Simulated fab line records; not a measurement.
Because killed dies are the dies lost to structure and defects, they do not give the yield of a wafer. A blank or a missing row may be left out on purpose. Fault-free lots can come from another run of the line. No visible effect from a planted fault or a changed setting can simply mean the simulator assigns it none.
fab line records -- flow n5_finfet -- part 1 of 2: steps 1 to 4 of 6
[record] lots = 22, wafers = 66, last_day = 24
route steps=1938 shown BEOL_M5@1180 BEOL_M6@1211
lots that met no fault: from a run of the same line without faults
start_h: the number of hours between the record's first day and the start of the first shown wafer of the lot -- wait_h: time in hours since the lot's previous step -- " identical to the entry in the row above -- L1.1+2: a single row standing in for several wafers -- - value missing, or start not given -- * or withheld: withheld -- < > ~ a bound
route shown NAME@n: a module of which the file shows steps, and the number in the route of the first -- usual: average and standard deviation across the fault-free wafers -- same: alike in all rows -- chamber/n: place in a boat -- sites: the reading at each site -- _std_site: standard deviation of those values -- _edge_site: inner sites' mean taken away from outer sites' mean -- radius_mm: how far each site lies from the wafer's centre -- mask NAME#n: copy n -- behind: the tool/chamber that last shaped the wafer -- hold: what put the lot on hold/how long, in hours/how the hold closed -- device: the transistor (n, p or np) that didn't switch -- end of line: tests of these same wafers at the route's end -- a step without rows: its recipe alone -- killed: dies lost to structure and defects at the first sort, not the wafer's yield -- map: per-die view of a wafer (x killed, . not killed, _ where there is no die)
set.NAME: setting as actually run; set.NAME@STEP: the setting as run at that earlier step -- model.NAME: the simulator's own value behind a step, which no gauge read
one table for each step of the route and one row for each wafer, over a sample of lots
services: from which hour (start_h, from the record's first day; less than 0 if before it) a tool's chamber was out of use, for how many hours, and why
[[steps]]
[step N5_BEOL_M5_ANNEAL_84]
[recipe] temp_c = 400, time_s = 1800, ambient = vacuum
[usual] heater_power_w = 836/74
lot.wafer,tool,chamber,start_h,wait_h,heater_power_w
L078.2,pvd_sputter-02,-,324.52,0.0,821
L078.4,pvd_sputter-02,-,324.52,0.0,931
L078.6,pvd_sputter-02,-,324.52,0.0,772
L077.2,pvd_sputter-01,-,341.50,0.0,831
L077.3,pvd_sputter-01,-,341.50,0.0,942
L077.6,pvd_sputter-01,-,341.50,0.0,837
L074.2,pvd_sputter-01,-,354.73,0.0,941
L074.4,pvd_sputter-01,-,354.73,0.0,861
L074.5,pvd_sputter-01,-,354.73,0.0,716
L079.1,pvd_sputter-03,-,361.65,0.0,865
L079.2,pvd_sputter-03,-,361.65,0.0,725
L079.3,pvd_sputter-03,-,361.65,0.0,840
L084.1,pvd_sputter-02,-,366.41,0.0,911
L084.2,pvd_sputter-02,-,366.41,0.0,905
L084.3,pvd_sputter-02,-,366.41,0.0,843
L076.2,pvd_sputter-02,-,380.73,0.0,836
L076.4,pvd_sputter-02,-,380.73,0.0,957
L076.6,pvd_sputter-02,-,380.73,0.0,905
L083.1,pvd_sputter-02,-,394.25,0.0,751
L083.3,pvd_sputter-02,-,394.25,0.0,930
L083.4,pvd_sputter-02,-,394.25,0.0,912
L081.2,pvd_sputter-01,-,396.47,0.0,844
L081.3,pvd_sputter-01,-,396.47,0.0,839
L081.5,pvd_sputter-01,-,396.47,0.0,831
L082.1,pvd_sputter-03,-,403.61,0.0,857
L082.5,pvd_sputter-03,-,403.61,0.0,716
L082.6,pvd_sputter-03,-,403.61,0.0,816
L085.1,pvd_sputter-02,-,407.74,0.0,892
L085.4,pvd_sputter-02,-,407.74,0.0,826
L085.5,pvd_sputter-02,-,407.74,0.0,925
L087.2,pvd_sputter-03,-,409.24,0.0,873
L087.4,pvd_sputter-03,-,409.24,0.0,702
L087.6,pvd_sputter-03,-,409.24,0.0,834
L091.2,pvd_sputter-01,-,411.18,0.0,700
L091.4,pvd_sputter-01,-,411.18,0.0,833
L091.5,pvd_sputter-01,-,411.18,0.0,690
L086.2,pvd_sputter-02,-,416.15,0.0,884
L086.3,pvd_sputter-02,-,416.15,0.0,780
L086.4,pvd_sputter-02,-,416.15,0.0,927
L090.2,pvd_sputter-03,-,416.28,0.0,724
L090.5,pvd_sputter-03,-,416.28,0.0,893
L090.6,pvd_sputter-03,-,416.28,0.0,830
L088.3,pvd_sputter-02,-,421.30,0.0,770
L088.4,pvd_sputter-02,-,421.30,0.0,928
L088.5,pvd_sputter-02,-,421.30,0.0,915
L089.2,pvd_sputter-03,-,424.64,0.0,873
L089.4,pvd_sputter-03,-,424.64,0.0,718
L089.5,pvd_sputter-03,-,424.64,0.0,876
L092.2,pvd_sputter-03,-,445.45,0.0,721
L092.3,pvd_sputter-03,-,445.45,0.0,833
L092.4,pvd_sputter-03,-,445.45,0.0,903
L093.2,pvd_sputter-01,-,446.48,0.0,714
L093.3,pvd_sputter-01,-,446.48,0.0,848
L093.4,pvd_sputter-01,-,446.48,0.0,971
L095.4,pvd_sputter-02,-,448.23,0.0,762
L095.5,pvd_sputter-02,-,448.23,0.0,763
L095.6,pvd_sputter-02,-,448.23,0.0,856
L094.3,pvd_sputter-02,-,471.87,0.0,772
L094.4,pvd_sputter-02,-,471.87,0.0,906
L094.6,pvd_sputter-02,-,471.87,0.0,855
L096.1,pvd_sputter-03,-,472.87,0.0,823
L096.2,pvd_sputter-03,-,472.87,0.0,883
L096.6,pvd_sputter-03,-,472.87,0.0,722
L097.1,pvd_sputter-03,-,478.98,0.0,829
L097.4,pvd_sputter-03,-,478.98,0.0,870
L097.6,pvd_sputter-03,-,478.98,0.0,729
[step N5_BEOL_M5_ANNEAL_89]
[recipe] temp_c = 400, time_s = 1800, ambient = vacuum
[usual] heater_power_w = 834/76
lot.wafer,tool,chamber,start_h,wait_h,heater_power_w
L078.2,pvd_sputter-02,-,325.61,0.0,847
L078.4,pvd_sputter-02,-,325.61,0.0,917
L078.6,pvd_sputter-02,-,325.61,0.0,755
L077.2,pvd_sputter-01,-,342.59,0.0,848
L077.3,pvd_sputter-01,-,342.59,0.0,928
L077.6,pvd_sputter-01,-,342.59,0.0,840
L074.2,pvd_sputter-01,-,355.81,0.0,931
L074.4,pvd_sputter-01,-,355.81,0.0,845
L074.5,pvd_sputter-01,-,355.81,0.0,689
L079.1,pvd_sputter-03,-,362.74,0.0,855
L079.2,pvd_sputter-03,-,362.74,0.0,696
L079.3,pvd_sputter-03,-,362.74,0.0,823
L084.1,pvd_sputter-02,-,367.49,0.0,869
L084.2,pvd_sputter-02,-,367.49,0.0,898
L084.3,pvd_sputter-02,-,367.49,0.0,852
L076.2,pvd_sputter-02,-,381.82,0.0,829
L076.4,pvd_sputter-02,-,381.82,0.0,929
L076.6,pvd_sputter-02,-,381.82,0.0,894
L083.1,pvd_sputter-02,-,395.34,0.0,785
L083.3,pvd_sputter-02,-,395.34,0.0,916
L083.4,pvd_sputter-02,-,395.34,0.0,933
L081.2,pvd_sputter-01,-,397.56,0.0,847
L081.3,pvd_sputter-01,-,397.56,0.0,869
L081.5,pvd_sputter-01,-,397.56,0.0,828
L082.1,pvd_sputter-03,-,404.70,0.0,875
L082.5,pvd_sputter-03,-,404.70,0.0,718
L082.6,pvd_sputter-03,-,404.70,0.0,812
L085.1,pvd_sputter-02,-,408.83,0.0,908
L085.4,pvd_sputter-02,-,408.83,0.0,840
L085.5,pvd_sputter-02,-,408.83,0.0,897
L087.2,pvd_sputter-03,-,410.32,0.0,894
L087.4,pvd_sputter-03,-,410.32,0.0,718
L087.6,pvd_sputter-03,-,410.32,0.0,833
L091.2,pvd_sputter-01,-,412.26,0.0,688
L091.4,pvd_sputter-01,-,412.26,0.0,831
L091.5,pvd_sputter-01,-,412.26,0.0,692
L086.2,pvd_sputter-02,-,417.23,0.0,934
L086.3,pvd_sputter-02,-,417.23,0.0,759
L086.4,pvd_sputter-02,-,417.23,0.0,925
L090.2,pvd_sputter-03,-,417.37,0.0,730
L090.5,pvd_sputter-03,-,417.37,0.0,894
L090.6,pvd_sputter-03,-,417.37,0.0,839
L088.3,pvd_sputter-02,-,422.39,0.0,760
L088.4,pvd_sputter-02,-,422.39,0.0,944
L088.5,pvd_sputter-02,-,422.39,0.0,925
L089.2,pvd_sputter-03,-,425.73,0.0,876
L089.4,pvd_sputter-03,-,425.73,0.0,721
L089.5,pvd_sputter-03,-,425.73,0.0,878
L092.2,pvd_sputter-03,-,446.54,0.0,708
L092.3,pvd_sputter-03,-,446.54,0.0,829
L092.4,pvd_sputter-03,-,446.54,0.0,877
L093.2,pvd_sputter-01,-,447.57,0.0,695
L093.3,pvd_sputter-01,-,447.57,0.0,863
L093.4,pvd_sputter-01,-,447.57,0.0,945
L095.4,pvd_sputter-02,-,449.32,0.0,757
L095.5,pvd_sputter-02,-,449.32,0.0,754
L095.6,pvd_sputter-02,-,449.32,0.0,825
L094.3,pvd_sputter-02,-,472.95,0.0,763
L094.4,pvd_sputter-02,-,472.95,0.0,922
L094.6,pvd_sputter-02,-,472.95,0.0,846
L096.1,pvd_sputter-03,-,473.96,0.0,820
L096.2,pvd_sputter-03,-,473.96,0.0,879
L096.6,pvd_sputter-03,-,473.96,0.0,714
L097.1,pvd_sputter-03,-,480.07,0.0,811
L097.4,pvd_sputter-03,-,480.07,0.0,883
L097.6,pvd_sputter-03,-,480.07,0.0,710
[step N5_BEOL_M6_ETCH_61]
[recipe] chemistry = CF4, target = SiARC, target_depth_a = 455, mask_material = CAR-ArF, time_s = 75.8, ion_energy_ev = 80, pressure_mtorr = 40, source_w = 545, bias_w = 36, Ar_flow_sccm = 100, cf4_flow_sccm = 100, ends = cleared
[usual] drypump_motor_current_A = 5.8/0.39, etch_rf_on_time_s = 75.9/2.6, oes_product_au = 0.69/0.081, rf_vpp_V = 184.6/1.2, showerhead_plenum_p_Torr = 2.17/0.082, throttle_valve_pct = 15.58/0.24
lot.wafer,tool,chamber,start_h,wait_h,drypump_motor_current_A,etch_rf_on_time_s,oes_product_au,rf_hours_counter_h,rf_vpp_V,showerhead_plenum_p_Torr,throttle_valve_pct
L078.2,rie_diel-03,3,329.44,0.0,6.0,70.9,0.83,13,187.2,2.29,15.40
L078.4,rie_diel-03,2,329.44,0.0,5.9,76.0,0.59,244,183.6,2.03,15.61
L078.6,rie_diel-03,3,329.44,0.0,6.0,71.3,0.82,-,186.2,2.29,15.41
L077.2,rie_diel-03,3,347.53,0.0,6.0,71.4,0.81,20,185.0,2.28,15.41
L077.3,rie_diel-03,1,347.53,0.0,5.5,74.6,0.62,222,184.0,2.20,15.56
L077.6,rie_diel-03,1,347.53,0.0,5.5,74.7,0.61,-,186.5,2.20,15.57
L074.2,rie_diel-03,1,359.87,0.0,5.4,75.6,0.61,228,184.9,2.20,15.58
L074.4,rie_diel-03,3,359.87,0.0,6.0,71.6,0.79,-,185.7,2.28,15.42
L074.5,rie_diel-03,0,359.87,0.0,6.1,77.4,0.58,-,184.9,2.11,15.93
L079.1,rie_diel-03,1,367.96,0.0,5.4,73.9,0.62,231,185.5,2.20,15.58
L079.2,rie_diel-03,3,367.96,0.0,6.0,71.9,0.79,30,185.6,2.28,15.42
L079.3,rie_diel-03,2,367.96,0.0,5.9,74.9,0.86,0,185.5,2.28,15.13
L084.1,rie_diel-03,1,373.20,0.0,5.4,73.7,0.62,234,186.7,2.20,15.60
L084.2,rie_diel-03,2,373.20,0.0,5.9,75.6,0.83,3,186.3,2.28,15.15
L084.3,rie_diel-03,3,373.20,0.0,6.0,71.7,0.79,33,186.1,2.28,15.45
L076.2,rie_diel-06,1,386.64,0.0,6.1,76.5,0.71,61,183.8,2.08,15.63
L076.4,rie_diel-06,3,386.64,0.0,6.0,76.4,0.60,-,181.5,1.97,15.91
L076.6,rie_diel-06,1,386.64,0.0,6.1,76.6,0.72,-,183.7,2.08,15.64
L083.1,rie_diel-03,0,399.66,0.0,6.1,77.2,0.58,225,183.5,2.11,15.95
L083.3,rie_diel-03,1,399.66,0.0,5.5,73.9,0.61,243,184.7,2.20,15.60
L083.4,rie_diel-03,2,399.66,0.0,5.9,75.0,0.81,12,186.2,2.28,15.17
L081.2,rie_diel-06,2,403.86,0.0,5.1,77.2,0.80,3,183.9,2.11,15.61
L081.3,rie_diel-06,1,403.86,0.0,6.0,76.0,0.73,66,184.0,2.08,15.64
L081.5,rie_diel-06,2,403.86,0.0,5.1,77.3,0.81,-,184.3,2.11,15.60
L082.1,rie_diel-06,1,413.37,0.0,6.1,77.0,0.71,67,183.9,2.08,15.63
L082.5,rie_diel-06,3,413.37,0.0,6.0,77.4,0.60,-,182.3,1.97,15.92
L082.6,rie_diel-06,0,413.37,0.0,5.0,74.7,0.71,-,185.2,2.17,15.41
L085.1,rie_diel-02,2,413.76,0.0,5.7,73.9,0.71,83,185.5,2.16,15.70
L085.4,rie_diel-02,3,413.76,0.0,5.2,74.4,0.69,96,184.0,2.16,15.61
L085.5,rie_diel-02,3,413.76,0.0,5.2,74.4,0.69,-,183.5,2.16,15.62
L087.2,rie_diel-02,1,414.41,0.0,6.2,80.8,0.62,140,186.3,2.22,15.39
L087.4,rie_diel-02,3,414.41,0.0,5.2,74.4,0.69,96,184.8,2.16,15.60
L087.6,rie_diel-02,2,414.41,0.0,5.7,75.1,0.70,-,184.1,2.16,15.68
L091.2,rie_diel-03,2,417.54,0.0,5.9,75.1,0.79,18,186.2,2.27,15.18
L091.4,rie_diel-03,0,417.54,0.0,6.1,78.9,0.57,230,184.0,2.11,15.96
L091.5,rie_diel-03,1,417.54,0.0,5.4,75.9,0.60,-,183.7,2.20,15.61
L086.2,rie_diel-02,2,421.70,0.0,5.7,74.4,0.71,85,184.1,2.16,15.70
L086.3,rie_diel-02,3,421.70,0.0,5.2,74.5,0.69,98,185.0,2.16,15.62
L086.4,rie_diel-02,0,421.70,0.0,6.5,79.8,0.65,112,183.6,2.15,15.78
L090.2,rie_diel-03,0,421.86,0.0,6.1,77.8,0.58,232,182.4,2.11,15.97
L090.5,rie_diel-03,0,421.86,0.0,6.1,78.1,0.58,-,183.4,2.11,15.97
L090.6,rie_diel-03,3,421.86,0.0,6.0,72.1,0.76,-,184.4,2.27,15.47
L088.3,rie_diel-03,2,426.60,0.0,5.9,75.1,0.78,21,185.5,2.27,15.19
L088.4,rie_diel-03,3,426.60,0.0,6.0,72.0,0.75,-,183.8,2.27,15.48
L088.5,rie_diel-03,2,426.60,0.0,5.9,75.4,0.78,-,185.9,2.27,15.19
L089.2,rie_diel-03,0,431.12,0.0,6.1,79.0,0.57,236,184.9,2.11,15.98
L089.4,rie_diel-03,0,431.12,0.0,6.1,80.0,0.57,-,184.7,2.11,15.98
L089.5,rie_diel-03,3,431.12,0.0,6.0,72.6,0.75,-,186.9,2.27,15.49
L092.2,rie_diel-03,1,450.95,0.0,5.4,74.8,0.85,2,184.0,2.19,15.15
L092.3,rie_diel-03,0,450.95,0.0,6.1,78.1,0.57,245,183.6,2.10,16.00
L092.4,rie_diel-03,2,450.95,0.0,5.9,75.4,0.77,32,184.7,2.27,15.20
L093.2,rie_diel-02,1,452.36,0.0,6.2,81.0,0.61,155,184.4,2.22,15.41
L093.3,rie_diel-02,3,452.36,0.0,5.2,75.1,0.67,109,184.8,2.16,15.65
L093.4,rie_diel-02,0,452.36,0.0,6.5,81.0,0.63,123,184.9,2.15,15.79
L095.4,rie_diel-02,1,456.09,0.0,6.2,80.3,0.61,156,186.9,2.22,15.43
L095.5,rie_diel-02,1,456.09,0.0,6.2,79.7,0.62,-,185.5,2.22,15.42
L095.6,rie_diel-02,2,456.09,0.0,5.7,74.4,0.69,-,183.5,2.16,15.73
L094.3,rie_diel-02,2,476.58,0.0,5.7,75.2,0.69,104,185.0,2.16,15.74
L094.4,rie_diel-02,3,476.58,0.0,5.2,75.8,0.67,-,182.9,2.16,15.66
L094.6,rie_diel-02,0,476.58,0.0,6.5,81.2,0.62,-,183.6,2.15,15.82
L096.1,rie_diel-03,2,479.32,0.0,5.9,74.9,0.76,42,184.8,2.26,15.24
L096.2,rie_diel-03,3,479.32,0.0,6.0,72.1,0.74,72,184.7,2.27,15.51
L096.6,rie_diel-03,2,479.32,0.0,5.9,74.3,0.75,-,184.6,2.26,15.22
L097.1,rie_diel-06,3,484.14,0.0,6.0,76.2,0.58,249,181.6,1.96,15.98
L097.4,rie_diel-06,0,484.14,0.0,5.0,74.5,0.69,105,184.0,2.16,15.46
L097.6,rie_diel-06,2,484.14,0.0,5.1,77.0,0.75,-,184.3,2.10,15.67
[step N5_BEOL_M6_STRIP_67]
[recipe] chemistry = CF4, resist = SiARC, power_w = 300, bias_power_w = 75, pressure_mtorr = 50, cf4_flow_sccm = 150, rf_frequency_hz = 6e+07
[usual] drypump_motor_current_A = 5.8/0.39, oes_product_au = 0.81/0.085, rf_vpp_V = 271.7/1.7, showerhead_plenum_p_Torr = 1.82/0.068, throttle_valve_pct = 13.56/0.25
lot.wafer,tool,chamber,start_h,wait_h,drypump_motor_current_A,oes_product_au,rf_hours_counter_h,rf_vpp_V,showerhead_plenum_p_Torr,throttle_valve_pct
L078.2,rie_diel-03,3,329.64,0.0,6.0,0.94,13,273.3,1.92,13.34
L078.4,rie_diel-03,2,329.64,0.0,5.9,0.70,244,270.4,1.69,13.63
L078.6,rie_diel-03,3,329.64,0.0,6.0,0.93,-,273.1,1.92,13.35
L077.2,rie_diel-03,3,347.73,0.0,6.0,0.92,20,273.4,1.92,13.37
L077.3,rie_diel-03,1,347.73,0.0,5.5,0.71,222,271.4,1.85,13.60
L077.6,rie_diel-03,1,347.73,0.0,5.4,0.72,-,272.9,1.85,13.59
L074.2,rie_diel-03,1,360.07,0.0,5.4,0.71,228,271.0,1.85,13.63
L074.4,rie_diel-03,3,360.07,0.0,6.0,0.90,-,273.3,1.92,13.39
L074.5,rie_diel-03,0,360.07,0.0,6.1,0.69,-,271.1,1.78,13.93
L079.1,rie_diel-03,1,368.16,0.0,5.5,0.71,232,272.8,1.85,13.62
L079.2,rie_diel-03,3,368.16,0.0,6.0,0.89,30,273.3,1.92,13.40
L079.3,rie_diel-03,2,368.16,0.0,5.9,0.99,0,273.7,1.90,13.06
L084.1,rie_diel-03,1,373.40,0.0,5.5,0.71,234,270.2,1.85,13.62
L084.2,rie_diel-03,2,373.40,0.0,5.9,0.98,3,274.0,1.90,13.10
L084.3,rie_diel-03,3,373.40,0.0,6.0,0.89,33,272.5,1.91,13.39
L076.2,rie_diel-06,1,386.84,0.0,6.1,0.85,61,271.1,1.75,13.58
L076.4,rie_diel-06,3,386.84,0.0,6.0,0.72,-,268.4,1.65,13.89
L076.6,rie_diel-06,1,386.84,0.0,6.1,0.85,-,270.6,1.75,13.56
L083.1,rie_diel-03,0,399.86,0.0,6.1,0.69,225,270.7,1.77,13.98
L083.3,rie_diel-03,1,399.86,0.0,5.5,0.70,243,273.0,1.85,13.66
L083.4,rie_diel-03,2,399.86,0.0,5.9,0.94,12,272.9,1.90,13.09
L081.2,rie_diel-06,2,404.07,0.0,5.1,0.94,3,270.3,1.78,13.59
L081.3,rie_diel-06,1,404.07,0.0,6.2,0.84,66,270.6,1.74,13.58
L081.5,rie_diel-06,2,404.07,0.0,5.1,0.95,-,272.5,1.78,13.58
L082.1,rie_diel-06,1,413.58,0.0,6.1,0.83,67,270.4,1.74,13.58
L082.5,rie_diel-06,3,413.58,0.0,5.9,0.71,-,266.6,1.65,13.89
L082.6,rie_diel-06,0,413.58,0.0,5.0,0.83,-,270.6,1.81,13.37
L085.1,rie_diel-02,2,413.96,0.0,5.7,0.82,83,271.5,1.81,13.65
L085.4,rie_diel-02,3,413.96,0.0,5.2,0.80,96,270.5,1.81,13.54
L085.5,rie_diel-02,3,413.96,0.0,5.2,0.80,-,273.1,1.81,13.55
L087.2,rie_diel-02,1,414.62,0.0,6.2,0.76,140,271.7,1.86,13.38
L087.4,rie_diel-02,3,414.62,0.0,5.2,0.80,96,270.1,1.81,13.54
L087.6,rie_diel-02,2,414.62,0.0,5.7,0.82,-,273.6,1.81,13.65
L091.2,rie_diel-03,2,417.75,0.0,5.9,0.92,18,273.3,1.90,13.11
L091.4,rie_diel-03,0,417.75,0.0,6.1,0.68,230,270.3,1.77,13.98
L091.5,rie_diel-03,1,417.75,0.0,5.5,0.70,-,273.6,1.85,13.66
L086.2,rie_diel-02,2,421.90,0.0,5.7,0.82,86,271.9,1.81,13.64
L086.3,rie_diel-02,3,421.90,0.0,5.2,0.79,98,272.0,1.81,13.55
L086.4,rie_diel-02,0,421.90,0.0,6.5,0.77,112,273.1,1.80,13.73
L090.2,rie_diel-03,0,422.07,0.0,6.1,0.69,232,268.7,1.77,13.98
L090.5,rie_diel-03,0,422.07,0.0,6.1,0.68,-,270.5,1.77,14.00
L090.6,rie_diel-03,3,422.07,0.0,6.0,0.86,-,272.9,1.91,13.42
L088.3,rie_diel-03,2,426.80,0.0,5.9,0.91,21,273.9,1.90,13.13
L088.4,rie_diel-03,3,426.80,0.0,6.0,0.86,-,272.7,1.91,13.45
L088.5,rie_diel-03,2,426.80,0.0,5.9,0.92,-,274.1,1.90,13.11
L089.2,rie_diel-03,0,431.32,0.0,6.1,0.68,236,269.1,1.77,14.01
L089.4,rie_diel-03,0,431.32,0.0,6.1,0.69,-,270.4,1.77,14.00
L089.5,rie_diel-03,3,431.32,0.0,6.0,0.86,-,273.6,1.91,13.45
L092.2,rie_diel-03,1,451.15,0.0,5.5,0.99,2,271.1,1.84,13.13
L092.3,rie_diel-03,0,451.15,0.0,6.1,0.68,245,271.3,1.77,14.03
L092.4,rie_diel-03,2,451.15,0.0,5.9,0.89,32,272.6,1.89,13.13
L093.2,rie_diel-02,1,452.57,0.0,6.2,0.75,155,272.3,1.86,13.43
L093.3,rie_diel-02,3,452.57,0.0,5.2,0.78,109,273.2,1.81,13.59
L093.4,rie_diel-02,0,452.57,0.0,6.5,0.77,123,270.4,1.80,13.77
L095.4,rie_diel-02,1,456.29,0.0,6.1,0.74,156,273.3,1.86,13.40
L095.5,rie_diel-02,1,456.29,0.0,6.1,0.74,-,274.6,1.86,13.40
L095.6,rie_diel-02,2,456.29,0.0,5.7,0.81,-,269.6,1.81,13.67
L094.3,rie_diel-02,2,476.78,0.0,5.7,0.80,104,268.7,1.81,13.69
L094.4,rie_diel-02,3,476.78,0.0,5.2,0.78,-,270.2,1.80,13.57
L094.6,rie_diel-02,0,476.78,0.0,6.5,0.76,-,271.2,1.80,13.78
L096.1,rie_diel-03,2,479.52,0.0,5.9,0.88,42,272.5,1.89,13.16
L096.2,rie_diel-03,3,479.52,0.0,6.0,0.84,72,272.4,1.90,13.49
L096.6,rie_diel-03,2,479.52,0.0,5.9,0.88,-,273.6,1.89,13.17
L097.1,rie_diel-06,3,484.34,0.0,6.0,0.69,249,266.3,1.64,13.94
L097.4,rie_diel-06,0,484.34,0.0,5.1,0.80,105,271.1,1.81,13.42
L097.6,rie_diel-06,2,484.34,0.0,5.1,0.89,-,270.9,1.77,13.62
